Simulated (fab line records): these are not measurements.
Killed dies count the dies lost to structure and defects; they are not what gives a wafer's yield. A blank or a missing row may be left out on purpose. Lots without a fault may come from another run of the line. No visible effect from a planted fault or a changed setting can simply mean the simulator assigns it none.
Chamber matching -- flow n5 finfet -- rie diel-01 running N5_BEOL_M2_STRIP_36: 4 sister chambers
The step strips in N2/H2. 4 wafers are shown with their chamber, then 10 later ones without.

== EACH WAFER AND ITS CHAMBER ==
wafer,chamber,drypump motor current A (A)
L088.4,1,4.9
L089.6,2,5.5
L091.1,3,5.8
L091.2,0,5.4

== WAFERS WITH NO CHAMBER GIVEN ==
wafer,drypump motor current A (A)
L091.3,5.5
L091.4,4.9
L091.5,5.4
L091.6,5.8
L093.1,5.8
L093.2,5.5
L093.4,4.9
L096.2,5.5
L096.4,5.3
L096.6,5.5

== THE CHAMBER EACH PASSED THROUGH ==
wafer,from the rows above,in truth
L091.3,2,2
L091.4,1,1
L091.5,0,0
L091.6,3,3
L093.1,3,3
L093.2,2,2
L093.4,1,1
L096.2,2,2
L096.4,0,0
L096.6,2,2
Placed correctly: 10 of 10. Not placeable from these rows: 0. Number placed wrongly: 0.
How it was worked out, from the rows above alone: a wafer's distance from a chamber is the root of the sum, over the readings, of the square of ((its reading less the chamber's mean) divided by the reading's scatter). The wafer belongs to the nearest chamber; if the next one is less than 2 further off, it can't be placed. For every chamber, the mean is computed from those of its wafers that are shown. The scatter: with one shown wafer a chamber, the root of the mean of the squares of how far each hidden wafer lies from its nearest shown one.
